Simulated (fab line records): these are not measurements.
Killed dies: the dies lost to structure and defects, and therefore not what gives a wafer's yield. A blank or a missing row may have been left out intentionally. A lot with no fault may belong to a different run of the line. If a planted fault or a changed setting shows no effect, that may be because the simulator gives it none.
Which tool is to blame? || flow nand-harc || 12 lots with 36 wafers sampled at 2 steps, on a route of 1302 steps

WHAT THE GAUGES SHOWED, per wafer
NHARC_A_START_INSPECT_01. Usual: raw-defect-count at 3.5, with a standard deviation of 1.7.
{"lot": "L827", "measured": "day 6 16:53", "on": "defect-inspect-02", "raw-defect-count": "3 2 2", "flag": ""}
{"lot": "L830", "measured": "day 7 22:55", "on": "defect-inspect-02", "raw-defect-count": "2 4 0", "flag": ""}
{"lot": "L831", "measured": "day 8 10:32", "on": "defect-inspect-01", "raw-defect-count": "4 5 3", "flag": ""}
{"lot": "L832", "measured": "day 8 17:57", "on": "defect-inspect-01", "raw-defect-count": "6 3 6", "flag": ""}
{"lot": "L833", "measured": "day 9 07:02", "on": "defect-inspect-02", "raw-defect-count": "6 5 3", "flag": ""}
{"lot": "L842", "measured": "day 12 18:35", "on": "defect-inspect-02", "raw-defect-count": "3 2 4", "flag": ""}
{"lot": "L840", "measured": "day 12 19:20", "on": "defect-inspect-02", "raw-defect-count": "5 2 5", "flag": ""}
{"lot": "L841", "measured": "day 12 21:07", "on": "defect-inspect-02", "raw-defect-count": "4 5 2", "flag": ""}
{"lot": "L846", "measured": "day 14 18:10", "on": "defect-inspect-02", "raw-defect-count": "4 5 3", "flag": ""}
{"lot": "L848", "measured": "day 15 18:38", "on": "defect-inspect-01", "raw-defect-count": "5 5 3", "flag": ""}
{"lot": "L849", "measured": "day 16 03:34", "on": "defect-inspect-01", "raw-defect-count": "2 7 2", "flag": ""}
{"lot": "L850", "measured": "day 16 06:37", "on": "defect-inspect-02", "raw-defect-count": "5 4 3", "flag": ""}

TOOL THAT RAN EACH LOT (tool first, then ch and the chambers of the sampled wafers, then the start)
{"lot": "L827", "NHARC_P_BONDPAD_CMP_19": "cmp-01 ch 0,2,3, day 6 15:51"}
{"lot": "L830", "NHARC_P_BONDPAD_CMP_19": "cmp-02 ch 2,3, day 7 21:54"}
{"lot": "L831", "NHARC_P_BONDPAD_CMP_19": "cmp-01 ch 0,3, day 8 09:30"}
{"lot": "L832", "NHARC_P_BONDPAD_CMP_19": "cmp-02 ch 0,1,2, day 8 16:59"}
{"lot": "L833", "NHARC_P_BONDPAD_CMP_19": "cmp-03 ch 0,2, day 9 06:01"}
{"lot": "L842", "NHARC_P_BONDPAD_CMP_19": "cmp-03 ch 0,1,3, day 12 17:34"}
{"lot": "L840", "NHARC_P_BONDPAD_CMP_19": "cmp-02 ch 2,3, day 12 18:22"}
{"lot": "L841", "NHARC_P_BONDPAD_CMP_19": "cmp-03 ch 0,1, day 12 20:07"}
{"lot": "L846", "NHARC_P_BONDPAD_CMP_19": "cmp-02 ch 1,2, day 14 17:10"}
{"lot": "L848", "NHARC_P_BONDPAD_CMP_19": "cmp-01 ch 0,1,3, day 15 17:38"}
{"lot": "L849", "NHARC_P_BONDPAD_CMP_19": "cmp-01 ch 0,1, day 16 02:35"}
{"lot": "L850", "NHARC_P_BONDPAD_CMP_19": "cmp-01 ch 0,2,3, day 16 05:42"}
- NHARC_P_BONDPAD_CMP_19: polishes, t overpolish 30 s, cu recess touch 16 s, target thk 160.81 nm.

AS READ BY THE TOOLS THEMSELVES (means over the sampled wafers that have a number; for cases with no such wafer, the mark the record gives instead)
NHARC_P_BONDPAD_CMP_19. Usual: edge-zone-pressure-frac 0.999, standard deviation 0.005; motor-current-A 11.5 A, standard deviation 1.1; overpolish-run-s 30.000 s, standard deviation 0.0093; slurry-filter-dp-kPa 13.51 kPa, standard deviation 0.14; slurry-flow-ml-min 150.1, standard deviation 0.47.
{"lot": "L827", "tool": "cmp-01", "edge-zone-pressure-frac": 0.999, "motor-current-A (A)": 11.4, "overpolish-run-s (s)": 30.007, "slurry-filter-dp-kPa (kPa)": 13.62, "slurry-flow-ml-min": 149.9, "flag": ""}
{"lot": "L830", "tool": "cmp-02", "edge-zone-pressure-frac": 0.994, "motor-current-A (A)": 12.2, "overpolish-run-s (s)": 30.004, "slurry-filter-dp-kPa (kPa)": 13.45, "slurry-flow-ml-min": 150.1, "flag": ""}
{"lot": "L831", "tool": "cmp-01", "edge-zone-pressure-frac": 0.996, "motor-current-A (A)": 11.9, "overpolish-run-s (s)": 30.000, "slurry-filter-dp-kPa (kPa)": 13.57, "slurry-flow-ml-min": 150.1, "flag": ""}
{"lot": "L832", "tool": "cmp-02", "edge-zone-pressure-frac": 0.997, "motor-current-A (A)": 12.3, "overpolish-run-s (s)": 30.001, "slurry-filter-dp-kPa (kPa)": 13.56, "slurry-flow-ml-min": 150.2, "flag": ""}
{"lot": "L833", "tool": "cmp-03", "edge-zone-pressure-frac": 0.997, "motor-current-A (A)": 10.7, "overpolish-run-s (s)": 30.000, "slurry-filter-dp-kPa (kPa)": 13.49, "slurry-flow-ml-min": 150.4, "flag": ""}
{"lot": "L842", "tool": "cmp-03", "edge-zone-pressure-frac": 1.004, "motor-current-A (A)": 10.6, "overpolish-run-s (s)": 29.992, "slurry-filter-dp-kPa (kPa)": 13.51, "slurry-flow-ml-min": 149.9, "flag": ""}
{"lot": "L840", "tool": "cmp-02", "edge-zone-pressure-frac": 1.005, "motor-current-A (A)": 13.0, "overpolish-run-s (s)": 30.000, "slurry-filter-dp-kPa (kPa)": 13.64, "slurry-flow-ml-min": 149.5, "flag": ""}
{"lot": "L841", "tool": "cmp-03", "edge-zone-pressure-frac": 0.995, "motor-current-A (A)": 10.7, "overpolish-run-s (s)": 30.009, "slurry-filter-dp-kPa (kPa)": 13.44, "slurry-flow-ml-min": 150.5, "flag": ""}
{"lot": "L846", "tool": "cmp-02", "edge-zone-pressure-frac": 1.001, "motor-current-A (A)": 11.2, "overpolish-run-s (s)": 29.997, "slurry-filter-dp-kPa (kPa)": 13.50, "slurry-flow-ml-min": 150.1, "flag": ""}
{"lot": "L848", "tool": "cmp-01", "edge-zone-pressure-frac": 1.003, "motor-current-A (A)": 11.9, "overpolish-run-s (s)": 29.994, "slurry-filter-dp-kPa (kPa)": 13.46, "slurry-flow-ml-min": 150.3, "flag": ""}
{"lot": "L849", "tool": "cmp-01", "edge-zone-pressure-frac": 1.000, "motor-current-A (A)": 12.2, "overpolish-run-s (s)": 29.996, "slurry-filter-dp-kPa (kPa)": 13.46, "slurry-flow-ml-min": 150.8, "flag": ""}
{"lot": "L850", "tool": "cmp-01", "edge-zone-pressure-frac": 1.003, "motor-current-A (A)": 11.2, "overpolish-run-s (s)": 30.001, "slurry-filter-dp-kPa (kPa)": 13.44, "slurry-flow-ml-min": 150.1, "flag": ""}

THE ANSWER, worked out from the rows above alone
Rule: a lot is off if the mean of its wafers that have a number lies more than 3 standard deviations from the usual mean. Also off: a lot with no number at a reading for which 4 or more lots have one. Where the step has rows for the other lots, those lots are counted as sound. After the gauges, taken in route order, come the tools' own readings; for these a lot's mean is taken, as printed above. The first step at which some lot is off is used, and at that step the reading that is off furthest; a lot without a number counts as furthest.
No lot is off on any of the readings shown, so nothing can be concluded from this.

WHAT THE SIMULATOR HAD PUT IN
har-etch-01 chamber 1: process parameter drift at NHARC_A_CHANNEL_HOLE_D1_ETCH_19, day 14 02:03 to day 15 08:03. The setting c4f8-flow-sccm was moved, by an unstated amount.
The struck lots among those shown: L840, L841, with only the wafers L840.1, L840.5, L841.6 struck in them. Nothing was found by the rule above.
